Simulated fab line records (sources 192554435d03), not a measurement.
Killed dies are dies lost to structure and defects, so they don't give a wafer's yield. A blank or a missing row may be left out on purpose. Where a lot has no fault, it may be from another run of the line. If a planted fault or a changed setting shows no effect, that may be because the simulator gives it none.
A struck lot beside a sound one    flow n5-finfet    32 out of 1938 route steps
Sound: the wafers L753.1, L753.2, L753.3. Wafers struck: L755.1, L755.4, L755.6. The cause is named last.
Order at every step that has rows: each side's tool, ch and its chambers, its first start. Under that, the readings that differ: sound wafers    struck wafers    difference of the means    sigmas: that difference in standard deviations of wafers without a fault.
alike: a reading whose means differ by less than 2 such deviations, as well as words and numbers matching on both sides. not compared: withheld readings; readings where some wafer has no value; bounds like >300 that might hide an equal value; numbers whose values overlap and for which the record gives no deviation.
A row with sigmas, a row that says differs or no value, or rows on one side alone: a step with any of these is where the two part. Non-overlapping numbers with no deviation appear without sigmas and do not part them. Lack of a reading on every wafer of one side parts them only where that side has two or more wafers.

first, 10 steps without rows for these wafers: N5_SD_EPI_P_SRD_20 (time 30 s); N5_SD_EPI_P_PRECLEAN_51 (cleans in NF3:NH3, afs cycles 1, time 20 s, sublimation time 60 s); N5_SD_EPI_P_VAPOR_ETCH_44 (etches SiGe30 in NF3/Ar, time 3.3 s); N5_SD_EPI_P_EPI_21 (deposits SiGe:B, time 355 s); N5_SD_EPI_P_HM_STRIP_48 (strips SiNx in H3PO4, material SiNx, target depth 3 nm); N5_SD_EPI_P_SRD_49 (time 30 s); N5_SD_EPI_P_PRECLEAN_24 (cleans in O3/DIW, time 45 s); N5_SD_EPI_P_PRECLEAN_32 (cleans in dHF, time 10 s); N5_SD_EPI_P_PRECLEAN_33 (cleans in SC2, time 45 s); N5_SD_EPI_P_SRD_25 (time 30 s).
N5_SD_ACTIVATION_RTA_00: time 0 s.
  sound on rtp-anneal-01 ch 0, day 4 15:03; struck on rtp-anneal-02 ch 0, day 5 05:26
reading              sound              struck             difference  sigmas
lamp-power-pct (%)   8.89 8.94 8.95     9.52 9.54 9.56     +0.61       +13
lamp_zone_1_pct (%)  8.974 8.907 8.964  9.536 9.570 9.519  +0.593      +23
lamp_zone_2_pct (%)  8.945 8.969 8.961  9.543 9.525 9.524  +0.572      +25
lamp_zone_3_pct (%)  8.958 8.954 8.915  9.533 9.550 9.556  +0.604      +24
lamp_zone_4_pct (%)  8.954 8.956 8.978  9.486 9.481 9.537  +0.539      +23
lamp_zone_5_pct (%)  8.944 8.997 8.958  9.600 9.540 9.578  +0.606      +24
lamp_zone_6_pct (%)  8.869 8.862 8.880  9.444 9.449 9.474  +0.585      +25
lamp_zone_7_pct (%)  9.301 9.361 9.335  9.959 9.997 9.966  +0.642      +24
  alike: wafer_temp_C_max
then, 19 steps without rows for these wafers: N5_SD_ACTIVATION_LSA_01 (time 0.0008 s); N5_ILD0_LINER_00 (material SiNx, target thk 4 nm, pulse time 1 s, purge time 2 s); N5_ILD0_FCVD_FILL_01 (material SiO2 flowable, target thk 200 nm, time 328.3 s); N5_ILD0_CURE_02 (time 1800 s); N5_ILD0_CMP_03 (polishes, stops on SiNx, t overpolish 1.9 s, target thk 197.38 nm); N5_ILD0_CMP_07 (polishes SiO2 flowable, stops on poly-Si, t overpolish 1.18 s, target thk 138.88 nm); N5_ILD0_PRECLEAN_10 (cleans in NF3:NH3, afs cycles 5, time 20 s, sublimation time 60 s); N5_ILD0_ALD_15 (deposits SiNx, target thk 24 nm, pulse time 1 s, ald cycles 480); N5_ILD0_CMP_12 (polishes SiNx, stops on poly-Si, t overpolish 6 s, target thk 17.67 nm); N5_SDB_HM_DEP_00 (deposits SiNx from SiH4/NH3/N2, target thk 40 nm, time 35.3 s); N5_SDB_COAT_03 (time 60 s, resist thk 100 nm); N5_SDB_COAT_04 (time 60 s, resist thk 18 nm); N5_SDB_COAT_05 (resist thk 90 nm); N5_SDB_EBR_07; N5_SDB_SOFTBAKE_06 (time 60 s); N5_SDB_EXPOSE_08 (exposes mask SDB); N5_SDB_PEB_09 (peb time 60 s); N5_SDB_DEVELOP_10 (develop time 30 s); N5_SDB_DESCUM_16 (chemistry O2, time 7.9 s).
-- the record jumps here: 5 days lie between the struck wafers' starts before and after (it left off in module SDB and takes up again in module BEOL_M4, whose first step shown is number 1111 of the route) --
N5_BEOL_M4_RC_MEAS_101:
  sound on prober-02 ch 0, day 8 17:54; struck on prober-02 ch 0, day 10 00:25
reading              sound                       struck                      difference  sigmas
DIBL_N (mV/V)        36.4 37.4 36.4              61.6 60.3 61.6              +24.4       +14
DIBL_P (mV/V)        37.1 37.6 36.1              46.2 45.9 45.1              +8.8        +4
IOFF_N (nA/um)       0.17 0.17 0.15              1.77 1.70 1.81              +1.60       +53
IOFF_N_85C (nA/um)   3.2 3.3 3.0                 23.2 22.4 23.8              +20.0       +40
IOFF_N_LIN (nA/um)   0.081 0.079 0.074           0.466 0.480 0.428           +0.380      +32
IOFF_N_LONG (nA/um)  5.46e-05 5.43e-05 5.62e-05  7.02e-05 6.91e-05 6.95e-05  +1.46e-05   +7
IOFF_P (nA/um)       0.26 0.24 0.22              0.49 0.50 0.44              +0.24       +7
IOFF_P_85C (nA/um)   4.2 4.1 3.8                 7.5 7.5 6.8                 +3.2        +6
IOFF_P_LIN (nA/um)   0.119 0.113 0.108           0.194 0.196 0.179           +0.076      +6
ION_N (uA/um)        685 664 683                 812 812 810                 +134        +11
ION_P (uA/um)        474 457 473                 502 498 498                 +31         +4
REXT_N (ohm.um)      74.4 74.8 73.2              59.5 60.0 59.6              -14.4       -8
REXT_P (ohm.um)      98.6 100.1 98.3             92.1 93.4 93.6              -6.0        -2
SS_N (mV/dec)        71.4 71.2 71.6              78.2 77.0 79.0              +6.7        +11
SS_P (mV/dec)        73.4 73.0 73.2              75.4 74.8 74.8              +1.8        +3
VT_N (mV)            246 250 249                 215 213 217                 -33         -11
VT_N_LVT (mV)        96 99 98                    63 62 65                    -34         -10
VT_P (mV)            -246 -246 -245              -238 -237 -239              +8          +2
VT_P_LVT (mV)        -93.7 -96.5 -96.7           -85.7 -86.4 -87.8           +9.0        +3
-- the record jumps here: 4 days lie between the struck wafers' starts before and after (it left off in module BEOL_M4 and takes up again in module PASSIVATION, whose first step shown is number 1936 of the route) --
N5_PASSIVATION_PROBE_49:
  struck on prober-01, day 14 03:17; sound on prober-01, day 13 05:07
reading                 sound           struck             difference  sigmas
killed-at-front-end     30 19 27        52 52 50           +26         +3
sort_bin_4_leakage (%)  0 0 0           91.27 91.10 91.10  +91.16      +99 or more
sort-n-pass             1099 1087 1064  0 0 0              -1083       -60
sort-yield-pct (%)      93.1 92.1 90.2  0 0 0              -92         -61
  alike: defect-limited-yield, killed_at_M0_to_M3, killed_at_M4_up, killed-at-contacts, killed-at-other, killed-dies, killed-open, killed-short, sort_bin_5_function, sort_bin_6_memory

== WHERE THEY PART ==
First at N5_SD_ACTIVATION_RTA_00; last, within this record, at N5_PASSIVATION_PROBE_49.

WHY: the cause the simulator had injected
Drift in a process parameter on rtp-anneal-02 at N5_SD_ACTIVATION_RTA_00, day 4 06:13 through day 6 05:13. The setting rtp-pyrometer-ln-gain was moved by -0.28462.
